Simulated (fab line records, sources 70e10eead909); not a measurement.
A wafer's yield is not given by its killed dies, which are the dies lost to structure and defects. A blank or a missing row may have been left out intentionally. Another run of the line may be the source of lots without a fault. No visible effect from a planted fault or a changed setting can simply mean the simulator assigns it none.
Check of tool commonality || flow nand_harc || Lots sampled 2, wafers sampled 6

THE REASON FOR OPENING IT
Flagged at NHARC_END_SORT_01: reading sort_bin_3_pct, on 2 of 2 lots. Fault-free wafers read 0.6 %, with a standard deviation of 0.37.
Rule: a lot gets a flag if all its wafers with a number sit over 4 standard deviations from that mean, or if no wafer of it has a number. The other lots count as sound.

{"lot": "L685", "measured": "day 27 19:38", "on": "prober-02", "sort_bin_3_pct (%), wafer by wafer": "4.4 4.3 4.3", "flag": "FLAGGED"}
{"lot": "L686", "measured": "day 28 12:43", "on": "prober-02", "sort_bin_3_pct (%), wafer by wafer": "5.2 4.1 5.3", "flag": "FLAGGED"}
The numbers of the flagged lots are 4.6 % on average: +4.0 % against the usual, or +11 standard deviations.

TOOL THAT RAN EACH LOT
3 process steps preceding the reading are held in the record, out of 1302 steps in the route. Cell contents, in order: the tool; ch with the chambers the sampled wafers went through; the start.
{"lot": "L685", "flag": "FLAGGED", "NHARC_A_BONDPAD_DESCUM_11": "rie_diel-07 ch 1,2, day 26 09:01", "NHARC_A_BONDPAD_PRE_CLEAN_26": "pvd_sputter-03, day 26 10:02", "NHARC_THIN_TSV_DESCUM_14": "rie_diel-09 ch 1,2, day 26 23:54"}
{"lot": "L686", "flag": "FLAGGED", "NHARC_A_BONDPAD_DESCUM_11": "rie_diel-07 ch 2,3, day 27 06:55", "NHARC_A_BONDPAD_PRE_CLEAN_26": "pvd_sputter-03, day 27 07:56", "NHARC_THIN_TSV_DESCUM_14": "rie_diel-03 ch 0,1,2, day 27 21:59"}
What is done by these steps:
- NHARC_A_BONDPAD_DESCUM_11: chemistry O2, time 3 s.
- NHARC_A_BONDPAD_PRE_CLEAN_26: time 30 s.
- NHARC_THIN_TSV_DESCUM_14: chemistry O2, time 3 s.
- NHARC_END_SORT_01

FLAGGED AGAINST TOTAL, ONE TOOL AT A TIME (gauges that did the reading follow at the end)
{"step": "NHARC_A_BONDPAD_DESCUM_11", "tool": "rie_diel-07", "lots run": 2, "flagged": 2, "share of the flagged lots": "all", "sound lots run after its first flagged lot": 0}
{"step": "NHARC_A_BONDPAD_PRE_CLEAN_26", "tool": "pvd_sputter-03", "lots run": 2, "flagged": 2, "share of the flagged lots": "all", "sound lots run after its first flagged lot": 0}
{"step": "NHARC_THIN_TSV_DESCUM_14", "tool": "rie_diel-03", "lots run": 1, "flagged": 1, "share of the flagged lots": "some", "sound lots run after its first flagged lot": 0}
{"step": "NHARC_THIN_TSV_DESCUM_14", "tool": "rie_diel-09", "lots run": 1, "flagged": 1, "share of the flagged lots": "some", "sound lots run after its first flagged lot": 0}
{"step": "NHARC_END_SORT_01", "tool": "prober-02", "lots run": 2, "flagged": 2, "share of the flagged lots": "all", "sound lots run after its first flagged lot": 0}

WHAT IS ALLOWED BY THE TABLE
All flagged lots were run by 3 table rows, namely rie_diel-07 at NHARC_A_BONDPAD_DESCUM_11, pvd_sputter-03 at NHARC_A_BONDPAD_PRE_CLEAN_26, prober-02 at NHARC_END_SORT_01.
- rie_diel-07 at NHARC_A_BONDPAD_DESCUM_11 ran 2 lots, 2 of them flagged. No sound lot ran on it before its first flagged lot in this sample; the start therefore can't be narrowed down.
- pvd_sputter-03 at NHARC_A_BONDPAD_PRE_CLEAN_26 ran 2 lots, 2 of them flagged. No sound lot ran on it before its first flagged lot in this sample; the start therefore can't be narrowed down.
- prober-02 at NHARC_END_SORT_01 ran 2 lots, 2 of them flagged. No sound lot ran on it before its first flagged lot in this sample; the start therefore can't be narrowed down.
Because each of these 3 tools fits a fault that began at some hour, counting lots does not separate them. More lots, or a look at what each step does to the wafer, might.

WHAT THE SIMULATOR HAD PUT IN
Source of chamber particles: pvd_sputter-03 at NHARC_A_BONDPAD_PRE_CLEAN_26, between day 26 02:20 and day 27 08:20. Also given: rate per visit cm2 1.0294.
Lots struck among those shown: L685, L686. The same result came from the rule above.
